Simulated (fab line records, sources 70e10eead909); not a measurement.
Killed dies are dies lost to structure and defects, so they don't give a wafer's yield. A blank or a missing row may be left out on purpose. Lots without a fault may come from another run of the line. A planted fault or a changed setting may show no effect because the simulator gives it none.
fab line records | flow nand_harc
record lots=5 wafers=15 last_day=32
route steps=1302 shown A_SOURCE_PLATE@423 A_ONON_D1@424 A_CHANNEL_HOLE_D1@450
lots that met no fault: from a run of the same line without faults
start_h: hours from the record's first day to the start of the lot's first wafer shown | wait_h: hours since the lot's step before | " the same as in the row above | L1.1+2: a row that stands for several wafers | - no value, or no start given | * or withheld: withheld | < > ~ a bound
route shown NAME@n: a module of which the file shows steps, and the number in the route of the first | usual: mean/standard deviation of fault-free wafers | same: alike in all rows | chamber/n: place in a boat | sites: the reading at each site | _std_site: their standard deviation | _edge_site: outer sites' mean less inner sites' | radius_mm: how far each site lies from the wafer's centre | mask NAME#n: copy n | behind: the tool/chamber that last shaped the wafer | hold: why the lot was held/for how many hours/how that ended | device: the transistor (n, p or np) that didn't switch | end of line: the same wafers' tests at the end of the route | a step without rows: its recipe alone | killed: dies lost to structure and defects at the first sort, not the wafer's yield | map: a wafer's dies, x killed, . not, _ none there
set.NAME: the setting as run; set.NAME@STEP: as run at that earlier step | model.NAME: the simulator's own value behind a step, which no gauge read
lots at some steps of the route; a table a step, a row a wafer
services: from which hour (start_h, from the record's first day; less than 0 if before it) a tool's chamber was out of use, for how many hours, and why
## steps
# step NHARC_A_SOURCE_PLATE_INSPECT_08
# usual raw_defect_count=57/28
# columns lot.wafer tool chamber start_h wait_h raw_defect_count
L075.1 defect_inspect-01 - 173.28 0.0 90
L075.4 " - " " 32
L075.5 " - " " 37
L078.2 defect_inspect-01 - 200.77 0.0 123
L078.3 " - " " 55
L078.6 " - " " 61
L091.3 defect_inspect-02 - 331.61 0.0 58
L091.4 " - " " 28
L091.5 " - " " 39
L092.1 defect_inspect-01 - 348.50 0.0 73
L092.2 " - " " 59
L092.6 " - " " 91
L093.1 defect_inspect-02 - 355.66 0.0 50
L093.2 " - " " 62
L093.6 " - " " 31
# step NHARC_A_ONON_D1_DEP_00
# recipe target_thk_a=10000 n2_flow_sccm=2750 n2o_flow_sccm=2000 nh3_flow_sccm=500 sih4_flow_sccm=210 temp_c=400
# columns lot.wafer tool chamber start_h wait_h
L075.1+4+5 pecvd_onon-02 0 173.34 0.1
L078.2+3+6 pecvd_onon-02 0 200.90 0.1
L091.3+4+5 pecvd_onon-02 0 331.79 0.2
L092.1+2+6 pecvd_onon-02 0 348.57 0.1
L093.1+2+6 pecvd_onon-02 0 355.73 0.1
# step NHARC_A_ONON_D1_THK_MEAS_02
# recipe thk_meas_gauge=ellipsometry
# usual thk_nm=999/9
# columns lot.wafer tool chamber start_h wait_h thk_nm
L075.1 film_metro-02 - 173.85 - 985
L075.4 " - " " 986
L075.5 " - " " 987
L078.2 film_metro-01 - 201.35 - 1012
L078.3 " - " " 1011
L078.6 " - " " 1011
L091.3 film_metro-01 - 332.19 - 991
L091.4 " - " " 991
L091.5 " - " " 989
L092.1 film_metro-01 - 349.08 - 1006
L092.2 " - " " 1004
L092.6 " - " " 1004
L093.1 film_metro-01 - 356.25 - 1007
L093.2 " - " " 1006
L093.6 " - " " 1007
# step NHARC_A_ONON_D1_DEP_03
# recipe target_thk_a=10000 n2_flow_sccm=2750 n2o_flow_sccm=2000 nh3_flow_sccm=500 sih4_flow_sccm=210 temp_c=400
# columns lot.wafer tool chamber start_h wait_h
L075.1+4+5 pecvd_onon-01 0 173.91 0.1
L078.2+3+6 pecvd_onon-02 0 201.46 0.1
L091.3+4+5 pecvd_onon-01 0 332.36 0.2
L092.1+2+6 pecvd_onon-01 0 349.14 0.1
L093.1+2+6 pecvd_onon-02 0 356.30 0.1
# step NHARC_A_ONON_D1_THK_MEAS_05
# recipe thk_meas_gauge=ellipsometry
# usual thk_nm=998/10
# columns lot.wafer tool chamber start_h wait_h thk_nm
L075.1 film_metro-01 - 174.42 - 993
L075.4 " - " " 995
L075.5 " - " " 993
L078.2 film_metro-01 - 201.91 - 1006
L078.3 " - " " 1007
L078.6 " - " " 1004
L091.3 film_metro-02 - 332.76 - 1001
L091.4 " - " " 1003
L091.5 " - " " 1000
L092.1 film_metro-01 - 349.65 - 1017
L092.2 " - " " 1016
L092.6 " - " " 1017
L093.1 film_metro-01 - 356.81 - 988
L093.2 " - " " 990
L093.6 " - " " 987
# step NHARC_A_ONON_D1_DEP_06
# recipe target_thk_a=10000 n2_flow_sccm=2750 n2o_flow_sccm=2000 nh3_flow_sccm=500 sih4_flow_sccm=210 temp_c=400
# columns lot.wafer tool chamber start_h wait_h
L075.1+4+5 pecvd_onon-01 0 174.48 0.1
L078.2+3+6 pecvd_onon-01 0 202.03 0.1
L091.3+4+5 pecvd_onon-03 0 332.93 0.2
L092.1+2+6 pecvd_onon-02 0 349.70 0.1
L093.1+2+6 pecvd_onon-02 0 356.87 0.1
# step NHARC_A_ONON_D1_THK_MEAS_08
# recipe thk_meas_gauge=ellipsometry
# usual thk_nm=1001/13
# columns lot.wafer tool chamber start_h wait_h thk_nm
L075.1 film_metro-01 - 174.98 - 984
L075.4 " - " " 984
L075.5 " - " " 984
L078.2 film_metro-02 - 202.48 - 1017
L078.3 " - " " 1019
L078.6 " - " " 1017
L091.3 film_metro-01 - 333.32 - 1007
L091.4 " - " " 1007
L091.5 " - " " 1008
L092.1 film_metro-01 - 350.22 - 1023
L092.2 " - " " 1021
L092.6 " - " " 1022
L093.1 film_metro-01 - 357.38 - 998
L093.2 " - " " 1000
L093.6 " - " " 999
# step NHARC_A_ONON_D1_DEP_09
# recipe target_thk_a=10000 n2_flow_sccm=2750 n2o_flow_sccm=2000 nh3_flow_sccm=500 sih4_flow_sccm=210 temp_c=400
# columns lot.wafer tool chamber start_h wait_h
L075.1+4+5 pecvd_onon-03 0 175.03 0.1
L078.2+3+6 pecvd_onon-03 0 202.59 0.1
L091.3+4+5 pecvd_onon-03 0 333.49 0.2
L092.1+2+6 pecvd_onon-03 0 350.27 0.1
L093.1+2+6 pecvd_onon-02 0 357.43 0.1
# step NHARC_A_ONON_D1_THK_MEAS_11
# recipe thk_meas_gauge=ellipsometry
# usual thk_nm=1002/10
# columns lot.wafer tool chamber start_h wait_h thk_nm
L075.1 film_metro-01 - 175.54 - 1015
L075.4 " - " " 1014
L075.5 " - " " 1013
L078.2 film_metro-02 - 203.05 - 999
L078.3 " - " " 999
L078.6 " - " " 998
L091.3 film_metro-02 - 333.88 - 1006
L091.4 " - " " 1005
L091.5 " - " " 1005
L092.1 film_metro-01 - 350.78 - 1016
L092.2 " - " " 1013
L092.6 " - " " 1015
L093.1 film_metro-01 - 357.95 - 1004
L093.2 " - " " 1004
L093.6 " - " " 1002
# step NHARC_A_ONON_D1_DEP_12
# recipe target_thk_a=10000 n2_flow_sccm=2750 n2o_flow_sccm=2000 nh3_flow_sccm=500 sih4_flow_sccm=210 temp_c=400
# columns lot.wafer tool chamber start_h wait_h
L075.1+4+5 pecvd_onon-02 0 175.60 0.1
L078.2+3+6 pecvd_onon-02 0 203.16 0.1
L091.3+4+5 pecvd_onon-03 0 334.06 0.2
L092.1+2+6 pecvd_onon-01 0 350.84 0.1
L093.1+2+6 pecvd_onon-02 0 358.00 0.1
# step NHARC_A_ONON_D1_THK_MEAS_14
# recipe thk_meas_gauge=ellipsometry
# usual thk_nm=998/8.7
# columns lot.wafer tool chamber start_h wait_h thk_nm
L075.1 film_metro-02 - 176.11 - 1001
L075.4 " - " " 1001
L075.5 " - " " 1000
L078.2 film_metro-02 - 203.62 - 1004
L078.3 " - " " 1004
L078.6 " - " " 1005
L091.3 film_metro-02 - 334.46 - 995
L091.4 " - " " 995
L091.5 " - " " 995
L092.1 film_metro-01 - 351.35 - 998
L092.2 " - " " 998
L092.6 " - " " 999
L093.1 film_metro-02 - 358.51 - 978
L093.2 " - " " 978
L093.6 " - " " 981
# step NHARC_A_ONON_D1_ANNEAL_15
# recipe temp_c=750 time_s=3600
# usual spike_tc_lower_C=749.6/0.99 spike_tc_top_C=764/3.6
# columns lot.wafer tool chamber start_h wait_h spike_tc_lower_C spike_tc_top_C
L075.1 furnace-01 0 181.89 5.8 750.1 767
L075.4 " 0 " " 750.8 768
L075.5 " 0 " " 749.9 768
L078.2 furnace-03 0 208.21 4.6 749.5 763
L078.3 " 0 " " 747.7 763
L078.6 " 0 " " 748.6 761
L091.3 furnace-01 0 340.00 5.5 750.0 767
L091.4 " 0 " " 750.8 766
L091.5 " 0 " " 750.5 769
L092.1 furnace-01 0 354.53 3.2 750.4 768
L092.2 " 0 " " 750.1 767
L092.6 " 0 " " 749.1 768
L093.1 furnace-03 0 361.90 3.4 749.2 761
L093.2 " 0 " " 750.5 761
L093.6 " 0 " " 748.2 762
# step NHARC_A_ONON_D1_DEP_16
# recipe target_thk_a=10000 n2_flow_sccm=2750 n2o_flow_sccm=2000 nh3_flow_sccm=500 sih4_flow_sccm=210 temp_c=400
# columns lot.wafer tool chamber start_h wait_h
L075.1+4+5 pecvd_onon-01 0 185.87 0.1
L078.2+3+6 pecvd_onon-02 0 212.17 0.1
L091.3+4+5 pecvd_onon-02 0 344.05 0.2
L092.1+2+6 pecvd_onon-01 0 358.38 0.1
L093.1+2+6 pecvd_onon-02 0 365.85 0.1
# step NHARC_A_ONON_D1_THK_MEAS_18
# recipe thk_meas_gauge=ellipsometry
# usual thk_nm=1000/11
# columns lot.wafer tool chamber start_h wait_h thk_nm
L075.1 film_metro-01 - 186.39 - 1004
L075.4 " - " " 1007
L075.5 " - " " 1004
L078.2 film_metro-01 - 212.62 - 988
L078.3 " - " " 989
L078.6 " - " " 989
L091.3 film_metro-01 - 344.45 - 980
L091.4 " - " " 981
L091.5 " - " " 980
L092.1 film_metro-01 - 358.89 - 994
L092.2 " - " " 993
L092.6 " - " " 994
L093.1 film_metro-02 - 366.35 - 986
L093.2 " - " " 987
L093.6 " - " " 986
# step NHARC_A_ONON_D1_DEP_19
# recipe target_thk_a=10000 n2_flow_sccm=2750 n2o_flow_sccm=2000 nh3_flow_sccm=500 sih4_flow_sccm=210 temp_c=400
# columns lot.wafer tool chamber start_h wait_h
L075.1+4+5 pecvd_onon-01 0 186.44 0.1
L078.2+3+6 pecvd_onon-03 0 212.74 0.1
L091.3+4+5 pecvd_onon-03 0 344.62 0.2
L092.1+2+6 pecvd_onon-02 0 358.94 0.1
L093.1+2+6 pecvd_onon-02 0 366.41 0.1
# step NHARC_A_ONON_D1_THK_MEAS_21
# recipe thk_meas_gauge=ellipsometry
# usual thk_nm=997/9.8
# columns lot.wafer tool chamber start_h wait_h thk_nm
L075.1 film_metro-02 - 186.95 - 1003
L075.4 " - " " 1003
L075.5 " - " " 1002
L078.2 film_metro-01 - 213.19 - 986
L078.3 " - " " 987
L078.6 " - " " 986
L091.3 film_metro-01 - 345.01 - 991
L091.4 " - " " 991
L091.5 " - " " 991
L092.1 film_metro-02 - 359.46 - 997
L092.2 " - " " 998
L092.6 " - " " 996
L093.1 film_metro-02 - 366.92 - 996
L093.2 " - " " 996
L093.6 " - " " 996
# step NHARC_A_ONON_D1_DEP_22
# recipe target_thk_a=10000 n2_flow_sccm=2750 n2o_flow_sccm=2000 nh3_flow_sccm=500 sih4_flow_sccm=210 temp_c=400
# columns lot.wafer tool chamber start_h wait_h
L075.1+4+5 pecvd_onon-01 0 187.01 0.1
L078.2+3+6 pecvd_onon-02 0 213.30 0.1
L091.3+4+5 pecvd_onon-01 0 345.19 0.2
L092.1+2+6 pecvd_onon-01 0 359.51 0.1
L093.1+2+6 pecvd_onon-03 0 366.98 0.1
# step NHARC_A_ONON_D1_THK_MEAS_24
# recipe thk_meas_gauge=ellipsometry
# usual thk_nm=1002/8.5
# columns lot.wafer tool chamber start_h wait_h thk_nm
L075.1 film_metro-02 - 187.53 - 1006
L075.4 " - " " 1006
L075.5 " - " " 1006
L078.2 film_metro-02 - 213.76 - 999
L078.3 " - " " 1002
L078.6 " - " " 1000
L091.3 film_metro-01 - 345.58 - 997
L091.4 " - " " 996
L091.5 " - " " 996
L092.1 film_metro-01 - 360.02 - 998
L092.2 " - " " 994
L092.6 " - " " 997
L093.1 film_metro-02 - 367.49 - 998
L093.2 " - " " 998
L093.6 " - " " 999
# step NHARC_A_ONON_D1_DEP_25
# recipe target_thk_a=10000 n2_flow_sccm=2750 n2o_flow_sccm=2000 nh3_flow_sccm=500 sih4_flow_sccm=210 temp_c=400
# columns lot.wafer tool chamber start_h wait_h
L075.1+4+5 pecvd_onon-01 0 187.58 0.1
L078.2+3+6 pecvd_onon-02 0 213.87 0.1
L091.3+4+5 pecvd_onon-02 0 345.75 0.2
L092.1+2+6 pecvd_onon-03 0 360.08 0.1
L093.1+2+6 pecvd_onon-03 0 367.54 0.1
# step NHARC_A_ONON_D1_THK_MEAS_27
# recipe thk_meas_gauge=ellipsometry
# usual thk_nm=1000/9.3
# columns lot.wafer tool chamber start_h wait_h thk_nm
L075.1 film_metro-01 - 188.09 - 1005
L075.4 " - " " 1006
L075.5 " - " " 1006
L078.2 film_metro-01 - 214.32 - 996
L078.3 " - " " 996
L078.6 " - " " 995
L091.3 film_metro-02 - 346.15 - 1016
L091.4 " - " " 1015
L091.5 " - " " 1017
L092.1 film_metro-01 - 360.58 - 1007
L092.2 " - " " 1006
L092.6 " - " " 1007
L093.1 film_metro-01 - 368.05 - 975
L093.2 " - " " 975
L093.6 " - " " 973
# step NHARC_A_ONON_D1_DEP_28
# recipe target_thk_a=10000 n2_flow_sccm=2750 n2o_flow_sccm=2000 nh3_flow_sccm=500 sih4_flow_sccm=210 temp_c=400
# columns lot.wafer tool chamber start_h wait_h
L075.1+4+5 pecvd_onon-01 0 188.15 0.1
L078.2+3+6 pecvd_onon-03 0 214.44 0.1
L091.3+4+5 pecvd_onon-03 0 346.32 0.2
L092.1+2+6 pecvd_onon-02 0 360.64 0.1
L093.1+2+6 pecvd_onon-03 0 368.10 0.1
# step NHARC_A_ONON_D1_THK_MEAS_30
# recipe thk_meas_gauge=ellipsometry
# usual thk_nm=1000/8.8
# columns lot.wafer tool chamber start_h wait_h thk_nm
L075.1 film_metro-02 - 188.66 - 996
L075.4 " - " " 997
L075.5 " - " " 998
L078.2 film_metro-02 - 214.89 - 976
L078.3 " - " " 977
L078.6 " - " " 976
L091.3 film_metro-01 - 346.71 - 991
L091.4 " - " " 993
L091.5 " - " " 992
L092.1 film_metro-02 - 361.16 - 1017
L092.2 " - " " 1017
L092.6 " - " " 1016
L093.1 film_metro-02 - 368.61 - 1001
L093.2 " - " " 1000
L093.6 " - " " 1000
# step NHARC_A_ONON_D1_DEP_33
# recipe target_thk_a=2000 temp_c=400 pressure_torr=6.5 rf_w=900 teos_flow_sccm=161.4 flow_sccm=2650 target_thk_nm=200 gas=O2 material=SiO2
# usual heater_power_w=579/86 throttle_valve_pct=15.5/0.78
# columns lot.wafer tool chamber start_h wait_h heater_power_w throttle_valve_pct
L075.1 pecvd-04 0 188.83 0.2 658 14.0
L075.4 " 2 " " 573 15.8
L075.5 " 0 " " 511 14.4
L078.3 pecvd-03 2 214.95 0.1 423 14.6
L078.2 " 1 " " 520 15.5
L078.6 " 0 " " 497 16.5
L091.3 pecvd-04 2 346.90 0.2 634 15.9
L091.4 " 0 " " 567 15.1
L091.5 " 0 " " 600 15.3
L092.1 pecvd-03 1 361.21 0.1 506 16.1
L092.2 " 2 " " 475 15.0
L092.6 " 0 " " 560 16.9
L093.2 pecvd-04 1 368.67 0.1 767 15.9
L093.1 " 2 " " 565 16.1
L093.6 " 2 " " 566 15.7
# step NHARC_A_ONON_D1_THK_MEAS_34
# recipe thk_meas_gauge=ellipsometry
# usual thk_nm=199.6/3
# columns lot.wafer tool chamber start_h wait_h thk_nm
L075.1 film_metro-01 - 189.19 - 195.6
L075.4 " - " " 201.3
L075.5 " - " " 197.9
L078.2 film_metro-01 - 215.36 - 195.5
L078.3 " - " " 200.8
L078.6 " - " " 202.4
L091.3 film_metro-02 - 347.32 0.3 200.8
L091.4 " - " " 197.1
L091.5 " - " " 194.6
L092.1 film_metro-02 - 361.62 - 196.1
L092.2 " - " " 197.5
L092.6 " - " " 195.6
L093.1 film_metro-01 - 369.08 - 197.2
L093.2 " - " " 200.1
L093.6 " - " " 201.0
# step NHARC_A_ONON_D1_INSPECT_32
# usual raw_defect_count=70/30
# columns lot.wafer tool chamber start_h wait_h raw_defect_count
L075.1 defect_inspect-01 - 189.26 0.0 91
L075.4 " - " " 35
L075.5 " - " " 43
L078.2 defect_inspect-01 - 215.43 0.0 135
L078.3 " - " " 53
L078.6 " - " " 74
L091.3 defect_inspect-01 - 347.40 0.0 60
L091.4 " - " " 35
L091.5 " - " " 49
L092.1 defect_inspect-02 - 361.71 0.0 73
L092.2 " - " " 68
L092.6 " - " " 98
L093.1 defect_inspect-01 - 369.17 0.0 69
L093.2 " - " " 81
L093.6 " - " " 35
# step NHARC_A_CHANNEL_HOLE_D1_DEP_00
# recipe target_thk_a=31000 temp_c=400 material=aC
# usual throttle_valve_pct=35.000/0.0086
# columns lot.wafer tool chamber start_h wait_h throttle_valve_pct
L075.1 acl_dep-02 0 190.43 1.2 34.998
L075.4 " 0 " " 35.008
L075.5 " 0 " " 35.017
L078.2 acl_dep-02 0 216.80 1.4 34.996
L078.3 " 0 " " 34.989
L078.6 " 0 " " 35.009
L091.3 acl_dep-01 0 348.11 0.7 34.998
L091.4 " 0 " " 34.997
L091.5 " 0 " " 34.999
L092.1 acl_dep-03 0 362.35 0.6 34.998
L092.2 " 0 " " 35.002
L092.6 " 0 363.92 2.2 34.989
L093.1 acl_dep-01 0 369.23 0.1 34.988
L093.2 " 0 " " 34.989
L093.6 " 0 370.81 1.6 35.011
# step NHARC_A_CHANNEL_HOLE_D1_DEP_01
# recipe target_thk_a=1400 target_thk_nm=140 temp_c=400 pressure_torr=3.5 flow_sccm=200 rf_w=350 material=SiON
# usual heater_power_w=726/83
# columns lot.wafer tool chamber start_h wait_h heater_power_w
L075.1 pecvd-02 0 192.37 1.6 604
L075.5 " 0 " " 603
L075.4 " 2 " " 759
L078.3 pecvd-01 0 218.44 1.0 858
L078.2 " 1 " " 793
L078.6 " 0 " " 838
L091.3 pecvd-03 1 349.43 1.0 689
L091.4 " 0 " " 659
L091.5 " 2 " " 668
L092.2 pecvd-01 2 364.26 1.3 893
L092.1 " 1 " " 817
L092.6 " 2 " " 874
L093.2 pecvd-02 0 371.15 1.3 672
L093.1 " 2 " " 695
L093.6 " 2 " " 693
# step NHARC_A_CHANNEL_HOLE_D1_DEHYDRATE_02
# recipe temp_c=150 time_s=120
# columns lot.wafer tool chamber start_h wait_h
L075.1+4+5 litho_track-06 0 192.64 0.2
L078.2+3+6 litho_track-06 0 218.68 0.2
L091.3+4+5 litho_track-01 0 349.70 0.2
L092.1+2+6 litho_track-01 0 364.53 0.2
L093.1+2+6 litho_track-04 0 371.42 0.2
# step NHARC_A_CHANNEL_HOLE_D1_HMDS_03
# recipe time_s=30
# columns lot.wafer tool chamber start_h wait_h
L075.1+4+5 litho_track-06 0 - -
L078.2+3+6 litho_track-06 0 - -
L091.3+4+5 litho_track-01 0 - -
L092.1+2+6 litho_track-01 0 - -
L093.1+2+6 litho_track-04 0 - -
# step NHARC_A_CHANNEL_HOLE_D1_COAT_36
# recipe temp_c=260 time_s=75
# columns lot.wafer tool chamber start_h wait_h
L075.1+4+5 litho_track-06 0 - -
L078.2+3+6 litho_track-06 0 - -
L091.3+4+5 litho_track-01 0 - -
L092.1+2+6 litho_track-01 0 - -
L093.1+2+6 litho_track-04 0 - -
# step NHARC_A_CHANNEL_HOLE_D1_COAT_37
# recipe temp_c=225 time_s=65
# columns lot.wafer tool chamber start_h wait_h
L075.1+4+5 litho_track-06 0 - -
L078.2+3+6 litho_track-06 0 - -
L091.3+4+5 litho_track-01 0 - -
L092.1+2+6 litho_track-01 0 - -
L093.1+2+6 litho_track-04 0 - -
# step NHARC_A_CHANNEL_HOLE_D1_COAT_04
# recipe spin_rpm=1500 resist_thk_nm=90
# columns lot.wafer tool chamber start_h wait_h
L075.1+4+5 litho_track-06 0 - -
L078.2+3+6 litho_track-06 0 - -
L091.3+4+5 litho_track-01 0 - -
L092.1+2+6 litho_track-01 0 - -
L093.1+2+6 litho_track-04 0 - -
# step NHARC_A_CHANNEL_HOLE_D1_SOFTBAKE_05
# recipe temp_c=105 time_s=55
# columns lot.wafer tool chamber start_h wait_h
L075.1+4+5 litho_track-06 0 - -
L078.2+3+6 litho_track-06 0 - -
L091.3+4+5 litho_track-01 0 - -
L092.1+2+6 litho_track-01 0 - -
L093.1+2+6 litho_track-04 0 - -
# step NHARC_A_CHANNEL_HOLE_D1_EBR_06
# columns lot.wafer tool chamber start_h wait_h
L075.1+4+5 litho_track-06 0 - -
L078.2+3+6 litho_track-06 0 - -
L091.3+4+5 litho_track-01 0 - -
L092.1+2+6 litho_track-01 0 - -
L093.1+2+6 litho_track-04 0 - -
# step NHARC_A_CHANNEL_HOLE_D1_EXPOSE_07
# recipe na=1.35 target_cd_nm=100 sigma_outer=0.3 dose_mj=59.65 mask_id=HOLE_D1
# columns lot.wafer tool chamber start_h wait_h mask
L075.1+4+5 arfi_scanner-02 0 192.95 - HOLE_D1#0
L078.2+3+6 arfi_scanner-02 0 218.99 - HOLE_D1#0
L091.3+4+5 arfi_scanner-03 0 349.90 - HOLE_D1#0
L092.1+2+6 arfi_scanner-03 0 364.71 - HOLE_D1#0
L093.1+2+6 arfi_scanner-02 0 371.73 - HOLE_D1#0
# step NHARC_A_CHANNEL_HOLE_D1_PEB_08
# recipe peb_temp_c=100 peb_time_s=65
# columns lot.wafer tool chamber start_h wait_h
L075.1+4+5 litho_track-04 0 193.01 0.1
L078.2+3+6 litho_track-01 0 219.05 0.1
L091.3+4+5 litho_track-06 0 349.95 0.0
L092.1+2+6 litho_track-04 0 364.77 0.1
L093.1+2+6 litho_track-04 0 371.79 0.1
# step NHARC_A_CHANNEL_HOLE_D1_DEVELOP_09
# recipe develop_time_s=35 dev_temp_c=23
# usual developer_temp_C=23.00/0.11
# columns lot.wafer tool chamber start_h wait_h developer_temp_C
L075.1 litho_track-04 0 - - 22.87
L075.4 " 0 " " 22.87
L075.5 " 0 " " 22.82
L078.2 litho_track-01 0 - - 23.02
L078.3 " 0 " " 23.10
L078.6 " 0 " " 22.94
L091.3 litho_track-06 0 - - 22.94
L091.4 " 0 " " 22.82
L091.5 " 0 " " 22.95
L092.1 litho_track-04 0 - - 23.06
L092.2 " 0 " " 22.86
L092.6 " 0 " " 23.12
L093.1 litho_track-04 0 - - 22.85
L093.2 " 0 " " 23.03
L093.6 " 0 " " 23.06
# step NHARC_A_CHANNEL_HOLE_D1_CD_MEAS_10
# recipe target_cd_nm=100 landing_energy_ev=500
# usual cd_nm=100.2/0.63
# columns lot.wafer tool chamber start_h wait_h cd_nm
L075.1 cd_sem-01 0 193.09 - 100.6
L075.4 " 0 " " 100.3
L075.5 " 0 " " 100.4
L078.2 cd_sem-02 0 219.13 - 100.0
L078.3 " 0 " " 99.7
L078.6 " 0 " " 100.2
L091.3 cd_sem-03 0 350.03 - 100.8
L091.4 " 0 " " 100.7
L091.5 " 0 " " 100.7
L092.1 cd_sem-03 0 364.85 - 99.8
L092.2 " 0 " " 100.8
L092.6 " 0 " " 101.0
L093.1 cd_sem-01 0 371.87 - 100.3
L093.2 " 0 " " 100.2
L093.6 " 0 " " 100.0
# step NHARC_A_CHANNEL_HOLE_D1_OVL_MEAS_11
# usual overlay_x_nm=0.3/0.87 overlay_y_nm=-0.1/0.75
# columns lot.wafer tool chamber start_h wait_h overlay_x_nm overlay_y_nm
L075.1 overlay-01 - 193.18 - 1.7 -0.6
L075.4 " - " " 1.1 0.1
L075.5 " - " " 1.4 -0.4
L078.2 overlay-02 - 219.22 - 1.4 0.1
L078.3 " - " " 0.9 0.9
L078.6 " - " " 0.5 0.0
L091.3 overlay-01 - 350.12 - 0.8 -0.8
L091.4 " - " " 0.8 -0.7
L091.5 " - " " 1.1 -1.0
L092.1 overlay-02 - 364.94 - 0.4 0.6
L092.2 " - " " 0.6 0.2
L092.6 " - " " 0.4 0.6
L093.1 overlay-02 - 371.96 - 0.6 0.6
L093.2 " - " " 0.6 0.0
L093.6 " - " " 0.8 0.3
# step NHARC_A_CHANNEL_HOLE_D1_INSPECT_12
# usual raw_defect_count=5.3/2.9
# columns lot.wafer tool chamber start_h wait_h raw_defect_count
L075.1 defect_inspect-01 - 193.22 0.0 6
L075.4 " - " " 6
L075.5 " - " " 4
L078.2 defect_inspect-02 - 219.25 0.0 5
L078.3 " - " " 2
L078.6 " - " " 6
L091.3 defect_inspect-02 - 350.15 0.0 8
L091.4 " - " " 5
L091.5 " - " " 3
L092.1 defect_inspect-01 - 364.98 0.0 4
L092.2 " - " " 6
L092.6 " - " " 10
L093.1 defect_inspect-02 - 372.00 0.0 5
L093.2 " - " " 6
L093.6 " - " " 2
# step NHARC_A_CHANNEL_HOLE_D1_DESCUM_15
# recipe time_s=3 o2_flow_sccm=200 ar_flow_sccm=0 bias_power_w=0 chemistry=O2
# usual drypump_motor_current_A=5.9/0.4 oes_product_au=1.000/0.0081 rf_vpp_V=57.7/0.82 showerhead_plenum_p_Torr=1.91/0.054 throttle_valve_pct=11.312/0.0094
# columns lot.wafer tool chamber start_h wait_h drypump_motor_current_A oes_product_au rf_hours_counter_h rf_vpp_V showerhead_plenum_p_Torr throttle_valve_pct
L075.1 rie_diel-01 1 193.29 0.1 5.7 1.007 12 57.2 1.88 11.307
L075.4 " 1 " " 5.7 1.004 - 59.2 1.88 11.309
L075.5 " 3 " " 5.9 1.005 - 57.2 1.87 11.308
L078.3 rie_diel-01 1 219.31 0.1 5.7 1.007 1 57.1 1.88 11.314
L078.2 " 3 " " 5.8 1.001 0 58.0 1.87 11.288
L078.6 " 2 " " 6.3 1.005 - 58.3 1.97 11.314
L091.3 rie_diel-08 3 350.28 0.1 5.9 1.007 54 56.6 1.92 11.324
L091.4 " 0 " " 5.3 0.988 52 57.7 1.91 11.299
L091.5 " 2 " " 5.0 1.001 - 57.4 1.95 11.305
L092.2 rie_diel-01 3 365.04 0.1 5.8 1.005 13 58.4 1.86 11.305
L092.1 " 1 " " 5.7 1.003 12 56.8 1.88 11.311
L092.6 " 3 " " 5.8 1.005 - 58.6 1.86 11.307
L093.2 rie_diel-01 2 372.07 0.1 6.2 1.013 14 57.2 1.97 11.292
L093.1 " 3 " " 5.9 1.001 14 57.5 1.86 11.315
L093.6 " 2 " " 6.3 1.008 - 59.5 1.97 11.315
# step NHARC_A_CHANNEL_HOLE_D1_ETCH_38
# recipe target_depth_a=390 over_etch_frac=0.3 time_s=65 ion_energy_ev=80 cf4_flow_sccm=150 ar_flow_sccm=0 rf_w=300 bias_w=100 chemistry=CF4
# usual cf4_flow_sccm=150.0/0.47 drypump_motor_current_A=5.9/0.41 oes_product_au=0.999/0.0073 rf_vpp_V=151.3/0.97 showerhead_plenum_p_Torr=1.76/0.048 throttle_valve_pct=13.285/0.0097
# columns lot.wafer tool chamber start_h wait_h cf4_flow_sccm drypump_motor_current_A oes_product_au rf_hours_counter_h rf_vpp_V showerhead_plenum_p_Torr throttle_valve_pct
L075.1 rie_diel-01 3 193.38 0.1 149.4 5.8 0.999 12 151.3 1.73 13.265
L075.4 " 3 " " 150.1 5.8 1.007 - 151.1 1.73 13.291
L075.5 " 1 " " 149.9 5.7 1.004 - 150.6 1.74 13.292
L078.2 rie_diel-01 1 219.40 0.1 150.0 5.7 1.008 1 151.5 1.74 13.290
L078.3 " 0 " " 151.2 6.3 0.999 0 150.7 1.76 13.284
L078.6 " 1 " " 150.3 5.7 1.004 - 149.5 1.74 13.283
L091.4 rie_diel-08 1 350.37 0.1 150.0 5.6 0.988 44 148.4 1.64 13.295
L091.3 " 2 " " 150.1 5.0 0.993 49 152.1 1.80 13.268
L091.5 " 1 " " 149.9 5.7 1.001 - 150.2 1.64 13.273
L092.1 rie_diel-01 0 365.13 0.1 149.8 6.3 0.997 13 150.4 1.75 13.288
L092.2 " 1 " " 150.4 5.7 0.997 12 151.5 1.74 13.288
L092.6 " 0 " " 149.8 6.3 0.998 - 151.6 1.75 13.275
L093.1 rie_diel-01 1 372.17 0.1 150.9 5.7 1.001 13 149.4 1.74 13.302
L093.2 " 0 " " 150.6 6.3 0.999 14 151.1 1.75 13.285
L093.6 " 1 " " 149.9 5.7 0.990 - 151.3 1.74 13.278
## services
# columns tool chamber start_h hours kind
litho_track-01 - 155.00 7.0 pm
rie_diel-01 1 160.13 15.5 repair
pecvd-03 - 171.76 1.4 repair
litho_track-06 - 179.00 7.0 pm
rie_diel-01 1 180.69 8.6 repair
pecvd-03 - 185.29 13.0 pm
pecvd_onon-02 - 185.55 13.0 pm
rie_diel-01 2 193.12 6.9 repair
litho_track-04 - 203.00 7.0 pm
rie_diel-01 - 203.80 9.0 pm
furnace-01 - 208.34 26.0 pm
pecvd_onon-01 - 212.50 4.2 repair
arfi_scanner-02 - 220.20 2.8 repair
pecvd_onon-03 - 227.16 13.0 pm
pecvd-03 - 234.61 2.6 repair
arfi_scanner-02 - 251.97 0.7 repair
pecvd_onon-01 - 267.03 2.0 repair
arfi_scanner-02 - 268.87 5.0 repair
pecvd_onon-01 - 269.40 13.0 pm
rie_diel-01 3 282.50 2.4 repair
rie_diel-01 1 318.02 9.3 repair
litho_track-01 - 330.00 7.0 pm
litho_track-06 - 354.00 7.0 pm
pecvd_onon-02 - 366.76 13.0 pm
## key
fault none
